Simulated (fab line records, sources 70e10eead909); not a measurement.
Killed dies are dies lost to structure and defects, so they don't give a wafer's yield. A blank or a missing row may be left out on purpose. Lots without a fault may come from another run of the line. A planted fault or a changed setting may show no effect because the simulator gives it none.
fab line records | flow nand_harc | part 1 of 2: steps 1 to 27 of 37
record lots=5 wafers=15 last_day=24
route steps=1159 shown P_GATE@198 P_CONTACT@217
lots that met no fault: from a run of the same line without faults
start_h: hours from the record's first day to the start of the lot's first wafer shown | wait_h: hours since the lot's step before | " the same as in the row above | L1.1+2: a row that stands for several wafers | - no value, or no start given | * or withheld: withheld | < > ~ a bound
route shown NAME@n: a module of which the file shows steps, and the number in the route of the first | usual: mean/standard deviation of fault-free wafers | same: alike in all rows | chamber/n: place in a boat | sites: the reading at each site | _std_site: their standard deviation | _edge_site: outer sites' mean less inner sites' | radius_mm: how far each site lies from the wafer's centre | mask NAME#n: copy n | behind: the tool/chamber that last shaped the wafer | hold: why the lot was held/for how many hours/how that ended | device: the transistor (n, p or np) that didn't switch | end of line: the same wafers' tests at the end of the route | a step without rows: its recipe alone | killed: dies lost to structure and defects at the first sort, not the wafer's yield | map: a wafer's dies, x killed, . not, _ none there
set.NAME: the setting as run; set.NAME@STEP: as run at that earlier step | model.NAME: the simulator's own value behind a step, which no gauge read
lots at some steps of the route; a table a step, a row a wafer
services: from which hour (start_h, from the record's first day; less than 0 if before it) a tool's chamber was out of use, for how many hours, and why
## steps
# step NHARC_P_GATE_PEB_89
# recipe peb_temp_c=118 peb_time_s=85
# usual exhaust_pa=44.9/0.91 heater_power_total_W=163.98/0.28
# columns lot.wafer tool chamber start_h wait_h exhaust_pa heater_power_total_W
L074.2 litho_track-07 0 108.30 0.1 45.2 163.75
L074.3 " 0 " " 45.5 164.13
L074.5 " 0 " " 45.7 164.17
L083.1 litho_track-02 0 155.93 0.1 45.2 163.54
L083.3 " 0 " " 45.9 164.14
L083.5 " 0 " " 45.7 163.82
L094.2 litho_track-05 0 226.27 0.1 44.4 163.92
L094.3 " 0 " " 44.9 164.37
L094.5 " 0 " " 44.7 164.21
L095.1 litho_track-02 0 226.70 0.1 43.9 164.19
L095.3 " 0 " " 43.9 163.63
L095.4 " 0 " " 43.9 164.42
L096.1 litho_track-07 0 238.44 0.1 43.5 164.01
L096.2 " 0 " " 45.3 164.47
L096.4 " 0 " " 45.2 163.72
# step NHARC_P_GATE_DEVELOP_90
# recipe time_s=70
# usual exhaust_pa=45.0/0.8
# columns lot.wafer tool chamber start_h wait_h exhaust_pa
L074.2 litho_track-07 0 - - 44.6
L074.3 " 0 " " 45.0
L074.5 " 0 " " 44.9
L083.1 litho_track-02 0 - - 44.0
L083.3 " 0 " " 44.9
L083.5 " 0 " " 43.7
L094.2 litho_track-05 0 - - 46.1
L094.3 " 0 " " 45.2
L094.5 " 0 " " 42.9
L095.1 litho_track-02 0 - - 46.4
L095.3 " 0 " " 45.2
L095.4 " 0 " " 45.7
L096.1 litho_track-07 0 - - 44.3
L096.2 " 0 " " 43.5
L096.4 " 0 " " 45.0
# step NHARC_P_GATE_CD_MEAS_91
# recipe target_cd_nm=2000 landing_energy_ev=500
# usual cd_nm=2000.5/1.6
# columns lot.wafer tool chamber start_h wait_h cd_nm
L074.2 cd_sem-01 0 108.39 - 2000.7
L074.3 " 0 " " 1998.8
L074.5 " 0 " " 1998.9
L083.1 cd_sem-02 0 156.02 - 2001.5
L083.3 " 0 " " 2001.6
L083.5 " 0 " " 2000.5
L094.2 cd_sem-01 0 226.36 - 1999.8
L094.3 " 0 " " 1999.2
L094.5 " 0 " " 1998.1
L095.1 cd_sem-01 0 226.79 - 2001.2
L095.3 " 0 " " 2002.7
L095.4 " 0 " " 2000.2
L096.1 cd_sem-02 0 238.53 - 2001.3
L096.2 " 0 " " 1999.8
L096.4 " 0 " " 1999.7
# step NHARC_P_GATE_HARDBAKE_92
# recipe temp_c=125 time_s=80
# usual exhaust_pa=45.0/0.92 heater_power_total_W=184.1/0.75
# columns lot.wafer tool chamber start_h wait_h exhaust_pa heater_power_total_W
L074.2 litho_track-02 0 108.47 - 45.4 184.1
L074.3 " 0 " " 44.8 185.0
L074.5 " 0 " " 44.8 183.4
L083.1 litho_track-02 0 156.10 - 45.5 183.8
L083.3 " 0 " " 44.5 184.0
L083.5 " 0 " " 44.6 185.0
L094.2 litho_track-05 0 226.44 - 44.3 184.5
L094.3 " 0 " " 43.9 182.9
L094.5 " 0 " " 44.9 183.3
L095.1 litho_track-05 0 226.87 - 44.6 184.8
L095.3 " 0 " " 44.3 184.9
L095.4 " 0 " " 45.9 184.8
L096.1 litho_track-02 0 238.61 - 43.0 184.5
L096.2 " 0 " " 44.0 184.1
L096.4 " 0 " " 44.5 184.7
# step NHARC_P_GATE_DESCUM_93
# recipe time_s=3 o2_flow_sccm=200 ar_flow_sccm=0 bias_power_w=0 chemistry=O2
# usual drypump_motor_current_A=5.7/0.45 oes_product_au=0.995/0.0083 rf_vpp_V=57.7/0.94 showerhead_plenum_p_Torr=1.91/0.099 throttle_valve_pct=11.311/0.0094
# columns lot.wafer tool chamber start_h wait_h drypump_motor_current_A oes_product_au rf_hours_counter_h rf_vpp_V showerhead_plenum_p_Torr throttle_valve_pct
L074.3 rie_diel-06 1 108.54 - 5.4 1.001 7 57.5 1.94 11.311
L074.2 " 2 " " 5.3 1.012 7 58.8 2.06 11.322
L074.5 " 3 " " 6.4 1.001 - 56.3 1.91 11.301
L083.1 rie_diel-06 3 156.18 - 6.4 0.996 16 57.7 1.91 11.307
L083.3 " 0 " " 5.5 0.993 13 56.0 1.78 11.321
L083.5 " 3 " " 6.4 0.996 - 58.4 1.91 11.309
L094.3 rie_diel-09 0 226.52 - 5.5 0.982 46 57.7 1.88 11.311
L094.2 " 1 " " 4.8 0.994 49 56.9 2.00 11.317
L094.5 " 0 " " 5.4 1.001 - 56.8 1.88 11.326
L095.1 rie_diel-06 0 226.95 - 5.5 0.981 28 57.1 1.77 11.317
L095.3 " 1 " " 5.4 1.004 29 58.8 1.93 11.308
L095.4 " 2 " " 5.3 1.005 29 59.4 2.05 11.289
L096.4 rie_diel-11 3 238.71 - 5.5 0.998 8 56.2 1.97 11.323
L096.2 " 0 " " 6.5 0.970 14 58.3 2.07 11.303
L096.1 " 1 " " 5.9 1.002 15 56.8 1.81 11.302
# step NHARC_P_GATE_IMPLANT_94
# recipe energy_kev=60 dose_cm2=2e+15 tilt_deg=7
# columns lot.wafer tool chamber start_h wait_h
L074.2+3+5 implanter-02 0 108.74 0.2
L083.1+3+5 implanter-01 0 156.43 0.2
L094.2+3+5 implanter-02 0 226.70 0.2
L095.1+3+4 implanter-02 0 227.09 0.1
L096.1+2+4 implanter-02 0 238.84 0.1
# step NHARC_P_GATE_STRIP_113
# recipe power_w=1500 temp_c=110 time_s=740 chemistry=N2/H2
# usual drypump_motor_current_A=5.6/0.43 heater_power_w=82/11
# columns lot.wafer tool chamber start_h wait_h drypump_motor_current_A heater_power_w rf_hours_counter_h
L074.2 plasma_asher-01 1 108.94 0.2 6.2 100 0
L074.3 " 0 " " 5.1 69 -
L074.5 " 1 " " 6.1 99 -
L083.1 plasma_asher-01 1 156.66 0.2 6.2 99 14
L083.3 " 1 " " 6.2 98 -
L083.5 " 1 " " 6.2 98 -
L094.2 plasma_asher-01 0 226.89 0.2 5.1 70 41
L094.3 " 1 " " 6.2 99 -
L094.5 " 1 " " 6.2 102 -
L095.1 plasma_asher-02 1 227.31 0.2 5.8 83 12
L095.4 " 1 " " 5.8 84 -
L095.3 " 0 " " 5.3 79 -
L096.2 plasma_asher-02 1 239.06 0.2 5.8 83 14
L096.1 " 0 " " 5.2 79 14
L096.4 " 1 " " 5.8 83 -
# step NHARC_P_GATE_STRIP_95
# recipe power_w=1500 temp_c=250 chemistry=O2
# usual drypump_motor_current_A=5.6/0.42 heater_power_w=308/41
# columns lot.wafer tool chamber start_h wait_h drypump_motor_current_A heater_power_w rf_hours_counter_h
L074.2 plasma_asher-01 1 109.66 0.6 6.1 375 1
L074.3 " 0 " " 5.1 266 -
L074.5 " 1 " " 6.1 368 -
L083.1 plasma_asher-01 1 157.37 0.6 6.2 371 15
L083.3 " 1 " " 6.2 385 -
L083.5 " 1 " " 6.2 369 -
L094.2 plasma_asher-01 0 227.60 0.6 5.1 255 42
L094.3 " 1 " " 6.1 378 -
L094.5 " 1 " " 6.1 356 -
L095.1 plasma_asher-02 1 228.02 0.6 5.8 296 12
L095.4 " 1 " " 5.8 312 -
L095.3 " 0 " " 5.3 290 -
L096.2 plasma_asher-02 1 239.77 0.6 5.8 305 15
L096.1 " 0 " " 5.3 276 15
L096.4 " 1 " " 5.8 310 -
# step NHARC_P_GATE_STRIP_96
# recipe time_s=900 temp_c=130 chemistry=SPM
# columns lot.wafer tool chamber start_h wait_h
L074.3+5+2 wet_bench-09 0,2,3 109.89 0.2
L083.1+5+3 wet_bench-04 2,3,6 157.58 0.2
L094.5+2+3 wet_bench-04 6,0,1 227.82 0.2
L095.3+4+1 wet_bench-09 3,6,0 228.23 0.2
L096.1+2+4 wet_bench-09 4,5,7 240.00 0.2
# step NHARC_P_GATE_RTA_64
# recipe temp_c=1050 time_s=1
# usual lamp_power_pct=38.0/3 wafer_temp_C_max=1055.4/1.4
# columns lot.wafer tool chamber start_h wait_h lamp_power_pct wafer_temp_C_max
L074.2 rtp_anneal-02 0 110.25 - 34.2 1054.0
L074.3 " 0 " " 34.2 1054.4
L074.5 " 0 " " 34.1 1054.1
L083.1 rtp_anneal-01 0 157.93 - 40.4 1058.8
L083.3 " 0 " " 40.3 1054.6
L083.5 " 0 " " 40.3 1055.7
L094.2 rtp_anneal-01 0 228.19 - 40.3 1054.9
L094.3 " 0 " " 40.3 1054.2
L094.5 " 0 " " 40.3 1055.8
L095.1 rtp_anneal-02 0 228.58 - 34.3 1054.1
L095.3 " 0 " " 34.2 1054.2
L095.4 " 0 " " 34.1 1054.6
L096.1 rtp_anneal-01 0 240.33 - 40.4 1057.3
L096.2 " 0 " " 40.3 1055.3
L096.4 " 0 " " 40.4 1055.0
# step NHARC_P_GATE_ETCH_77
# recipe target_depth_a=60 chemistry=dHF material=SiO2
# columns lot.wafer tool chamber start_h wait_h
L074.3+2+5 wet_bench-07 6,0,1 110.43 0.1
L083.5+1+3 wet_bench-04 0,4,5 158.13 0.1
L094.3+5+2 wet_bench-04 3,4,0 228.36 0.1
L095.4+1+3 wet_bench-04 1,3,5 228.78 0.1
L096.1+4+2 wet_bench-09 2,3,5 240.53 0.2
# step NHARC_P_GATE_DEGAS_109
# recipe temp_c=300 time_s=60
# usual heater_power_w=453/51
# columns lot.wafer tool chamber start_h wait_h heater_power_w
L074.2 pvd_sputter-01 - 110.52 0.1 440
L074.3 " - " " 399
L074.5 " - " " 392
L083.3 pvd_sputter-03 - 158.24 0.1 520
L083.1 " - " " 532
L083.5 " - " " 542
L094.2 pvd_sputter-01 - 228.47 0.1 398
L094.3 " - " " 444
L094.5 " - " " 397
L095.1 pvd_sputter-03 - 228.89 0.1 492
L095.3 " - " " 408
L095.4 " - " " 506
L096.4 pvd_sputter-01 - 240.64 0.1 451
L096.2 " - " " 403
L096.1 " - " " 535
# step NHARC_P_GATE_PRE_CLEAN_110
# recipe time_s=30 bias_v=200 gas=Ar
# columns lot.wafer tool chamber start_h wait_h
L074.2+3+5 pvd_sputter-01 - - -
L083.1+3+5 pvd_sputter-03 - - -
L094.3+2+5 pvd_sputter-03 - 228.54 -
L095.4+3+1 pvd_sputter-03 - - -
L096.1+2+4 pvd_sputter-01 - - -
# step NHARC_P_GATE_SPUTTER_78
# recipe target_thk_a=100 material=Ni
# columns lot.wafer tool chamber start_h wait_h
L074.2+3+5 pvd_sputter-01 - - -
L083.1+3+5 pvd_sputter-03 - - -
L094.3+2+5 pvd_sputter-03 - - -
L095.4+1+3 pvd_sputter-03 - - -
L096.2+1+4 pvd_sputter-01 - - -
# step NHARC_P_GATE_SPUTTER_79
# recipe target_thk_a=100 material=TiN
# columns lot.wafer tool chamber start_h wait_h
L074.3+2+5 pvd_sputter-01 - - -
L083.3+1+5 pvd_sputter-03 - - -
L094.2+3+5 pvd_sputter-03 - - -
L095.1+3+4 pvd_sputter-03 - - -
L096.2+1+4 pvd_sputter-01 - - -
# step NHARC_P_GATE_RTA_80
# recipe temp_c=300 time_s=30
# usual lamp_power_pct=2.22/0.18 wafer_temp_C_max=301.5/0.39
# columns lot.wafer tool chamber start_h wait_h lamp_power_pct wafer_temp_C_max
L074.2 rtp_anneal-01 0 110.84 - 2.40 301.5
L074.3 " 0 " " 2.41 302.3
L074.5 " 0 " " 2.40 302.1
L083.1 rtp_anneal-01 0 158.54 - 2.41 301.7
L083.3 " 0 " " 2.41 301.7
L083.5 " 0 " " 2.41 302.5
L094.2 rtp_anneal-02 0 228.81 - 2.03 301.6
L094.3 " 0 " " 2.03 301.2
L094.5 " 0 " " 2.03 301.2
L095.1 rtp_anneal-02 0 229.27 - 2.04 301.5
L095.3 " 0 " " 2.04 300.8
L095.4 " 0 " " 2.04 301.8
L096.1 rtp_anneal-02 0 240.94 - 2.03 301.2
L096.2 " 0 " " 2.03 301.5
L096.4 " 0 " " 2.03 301.7
# step NHARC_P_GATE_STRIP_67
# recipe time_s=600 temp_c=130 chemistry=SPM
# columns lot.wafer tool chamber start_h wait_h
L074.2+3+5 wet_bench-04 7,1,3 111.02 0.1
L083.5+3+1 wet_bench-09 2,5,6 158.74 0.1
L094.3+5+2 wet_bench-07 4,0,1 228.99 0.1
L095.1+4+3 wet_bench-09 7,1,2 229.47 0.2
L096.4+1+2 wet_bench-04 3,6,7 241.14 0.1
# step NHARC_P_GATE_RTA_82
# recipe temp_c=450 time_s=30
# usual lamp_power_pct=4.4/0.36 wafer_temp_C_max=452.4/0.6
# columns lot.wafer tool chamber start_h wait_h lamp_power_pct wafer_temp_C_max
L074.2 rtp_anneal-02 0 111.30 - 4.0 451.1
L074.3 " 0 " " 4.0 452.0
L074.5 " 0 " " 4.0 451.5
L083.1 rtp_anneal-02 0 158.99 - 4.0 451.7
L083.3 " 0 " " 4.0 452.0
L083.5 " 0 " " 4.0 452.0
L094.2 rtp_anneal-02 0 229.47 - 4.0 451.5
L094.3 " 0 " " 4.0 452.4
L094.5 " 0 " " 4.0 451.6
L095.1 rtp_anneal-01 0 229.87 - 4.7 452.3
L095.3 " 0 " " 4.7 454.1
L095.4 " 0 " " 4.7 452.4
L096.1 rtp_anneal-01 0 241.67 - 4.7 452.7
L096.2 " 0 " " 4.7 452.1
L096.4 " 0 " " 4.7 452.7
# step NHARC_P_GATE_INSPECT_68
# usual raw_defect_count=192/65
# columns lot.wafer tool chamber start_h wait_h raw_defect_count
L074.2 defect_inspect-02 - 111.48 0.1 196
L074.3 " - " " 320
L074.5 " - " " 406
L083.1 defect_inspect-02 - 159.19 0.2 144
L083.3 " - " " 309
L083.5 " - " " 217
L094.2 defect_inspect-01 - 229.64 0.1 158
L094.3 " - " " 157
L094.5 " - " " 212
L095.1 defect_inspect-02 - 230.09 0.2 277
L095.3 " - " " 243
L095.4 " - " " 337
L096.1 defect_inspect-01 - 241.87 0.2 255
L096.2 " - " " 290
L096.4 " - " " 245
# step NHARC_P_CONTACT_DEP_30
# recipe target_thk_a=300 temp_c=400 target_thk_nm=30 flow_sccm=200 rf_w=450 material=SiNx
# usual heater_power_w=755/99
# columns lot.wafer tool chamber start_h wait_h heater_power_w
L074.2 pecvd-02 2 111.55 0.1 872
L074.3 " 0 " " 699
L074.5 " 2 " " 893
L083.3 pecvd-03 2 159.26 0.1 921
L083.1 " 1 " " 736
L083.5 " 0 " " 542
L094.3 pecvd-02 0 230.03 0.4 790
L094.2 " 1 " " 887
L094.5 " 0 " " 781
L095.1 pecvd-04 0 230.16 0.1 622
L095.3 " 2 " " 808
L095.4 " 2 " " 805
L096.2 pecvd-03 2 241.97 0.1 916
L096.1 " 0 " " 529
L096.4 " 2 " " 914
# step NHARC_P_CONTACT_DEP_00
# recipe target_thk_a=5000 temp_c=400 pressure_torr=6.5 rf_w=900 teos_flow_sccm=161.4 flow_sccm=2650 target_thk_nm=500 gas=O2 material=SiO2
# usual heater_power_w=603/89 throttle_valve_pct=15.9/0.5
# columns lot.wafer tool chamber start_h wait_h heater_power_w throttle_valve_pct
L074.2 pecvd-02 2 - - 621 16.1
L074.3 " 0 " " 586 15.2
L074.5 " 2 " " 657 16.2
L083.3 pecvd-03 2 - - 784 15.6
L083.1 " 1 " " 563 16.3
L083.5 " 0 " " 491 16.3
L094.3 pecvd-02 0 - - 561 14.9
L094.2 " 1 " " 684 16.2
L094.5 " 0 " " 595 15.1
L095.1 pecvd-04 0 - - 520 16.3
L095.3 " 2 " " 680 16.2
L095.4 " 2 " " 691 15.9
L096.2 pecvd-03 2 - - 734 16.2
L096.1 " 0 " " 400 16.3
L096.4 " 2 " " 744 16.0
# step NHARC_P_CONTACT_CMP_01
# recipe target_thk_nm=200 material=SiO2
# usual motor_current_A=12.2/1.4 retaining_ring_pressure_frac=0.999/0.0049
# columns lot.wafer tool chamber start_h wait_h motor_current_A retaining_ring_pressure_frac
L074.2 cmp-03 2 112.26 - 12.8 1.000
L074.3 " 0 " " 12.3 0.995
L074.5 " 2 " " 12.9 0.997
L083.3 cmp-04 3 159.97 - 11.5 1.000
L083.1 " 0 " " 11.8 1.001
L083.5 " 3 " " 11.6 0.993
L094.2 cmp-04 0 230.70 - 11.6 0.992
L094.3 " 2 " " 11.0 0.998
L094.5 " 1 " " 11.3 0.993
L095.1 cmp-03 3 230.87 - 11.7 1.004
L095.3 " 0 " " 12.3 1.001
L095.4 " 2 " " 12.7 1.002
L096.1 cmp-04 3 242.65 - 11.9 1.000
L096.2 " 1 " " 11.9 1.001
L096.4 " 2 " " 10.3 1.006
# step NHARC_P_CONTACT_SRD_03
# columns lot.wafer tool chamber start_h wait_h
L074.5+2+3 wet_bench-02 2,4,5 112.56 0.0
L083.3+5+1 wet_bench-03 7,0,1 160.28 0.0
L094.2+3+5 wet_bench-03 5,0,1 231.00 0.0
L095.3+1+4 wet_bench-02 3,4,6 231.17 0.0
L096.4+2+1 wet_bench-03 2,4,5 242.94 0.0
# step NHARC_P_CONTACT_DEHYDRATE_04
# recipe temp_c=150 time_s=120
# usual exhaust_pa=45.0/0.91 heater_power_total_W=182.6/1.2
# columns lot.wafer tool chamber start_h wait_h exhaust_pa heater_power_total_W
L074.2 litho_track-04 0 112.64 0.1 46.6 184.9
L074.3 " 0 " " 46.1 184.5
L074.5 " 0 " " 47.5 184.0
L083.1 litho_track-06 0 160.35 0.1 44.8 182.9
L083.3 " 0 " " 43.7 180.5
L083.5 " 0 " " 45.1 184.8
L094.2 litho_track-06 0 231.08 0.1 45.2 180.8
L094.3 " 0 " " 45.2 183.8
L094.5 " 0 " " 45.1 180.8
L095.1 litho_track-04 0 231.25 0.1 44.1 181.1
L095.3 " 0 " " 44.2 183.0
L095.4 " 0 " " 44.8 182.2
L096.1 litho_track-04 0 243.03 0.1 45.1 183.6
L096.2 " 0 " " 43.5 183.0
L096.4 " 0 " " 44.5 184.0
# step NHARC_P_CONTACT_HMDS_05
# recipe time_s=30
# usual exhaust_pa=45.4/0.86
# columns lot.wafer tool chamber start_h wait_h exhaust_pa
L074.2 litho_track-04 0 - - 46.1
L074.3 " 0 " " 46.1
L074.5 " 0 " " 45.7
L083.1 litho_track-06 0 - - 46.6
L083.3 " 0 " " 46.7
L083.5 " 0 " " 47.2
L094.2 litho_track-06 0 - - 44.4
L094.3 " 0 " " 44.8
L094.5 " 0 " " 45.3
L095.1 litho_track-04 0 - - 45.0
L095.3 " 0 " " 45.3
L095.4 " 0 " " 44.2
L096.1 litho_track-04 0 - - 46.7
L096.2 " 0 " " 45.5
L096.4 " 0 " " 46.4
# step NHARC_P_CONTACT_COAT_33
# recipe temp_c=260 time_s=75
# usual exhaust_pa=44.8/0.93 heater_power_total_W=486.8/1.6
# columns lot.wafer tool chamber start_h wait_h exhaust_pa heater_power_total_W
L074.2 litho_track-04 0 - - 44.6 484.8
L074.3 " 0 " " 44.4 487.7
L074.5 " 0 " " 45.1 484.5
L083.1 litho_track-06 0 - - 45.5 486.1
L083.3 " 0 " " 45.4 485.0
L083.5 " 0 " " 44.9 485.3
L094.2 litho_track-06 0 - - 44.9 486.6
L094.3 " 0 " " 44.0 484.8
L094.5 " 0 " " 44.9 486.0
L095.1 litho_track-04 0 - - 44.5 486.0
L095.3 " 0 " " 47.1 488.3
L095.4 " 0 " " 45.6 487.5
L096.1 litho_track-04 0 - - 45.4 487.7
L096.2 " 0 " " 46.4 486.6
L096.4 " 0 " " 43.6 486.5
# step NHARC_P_CONTACT_COAT_34
# recipe temp_c=225 time_s=65
# usual exhaust_pa=44.8/0.96 heater_power_total_W=446.8/2.1
# columns lot.wafer tool chamber start_h wait_h exhaust_pa heater_power_total_W
L074.2 litho_track-04 0 - - 44.5 447.0
L074.3 " 0 " " 44.6 449.7
L074.5 " 0 " " 44.6 445.6
L083.1 litho_track-06 0 - - 45.0 444.7
L083.3 " 0 " " 44.3 446.9
L083.5 " 0 " " 46.2 447.8
L094.2 litho_track-06 0 - - 43.4 444.8
L094.3 " 0 " " 43.2 445.8
L094.5 " 0 " " 43.9 445.5
L095.1 litho_track-04 0 - - 44.2 449.7
L095.3 " 0 " " 44.3 444.5
L095.4 " 0 " " 43.9 449.7
L096.1 litho_track-04 0 - - 44.2 443.9
L096.2 " 0 " " 44.4 447.4
L096.4 " 0 " " 44.1 446.1
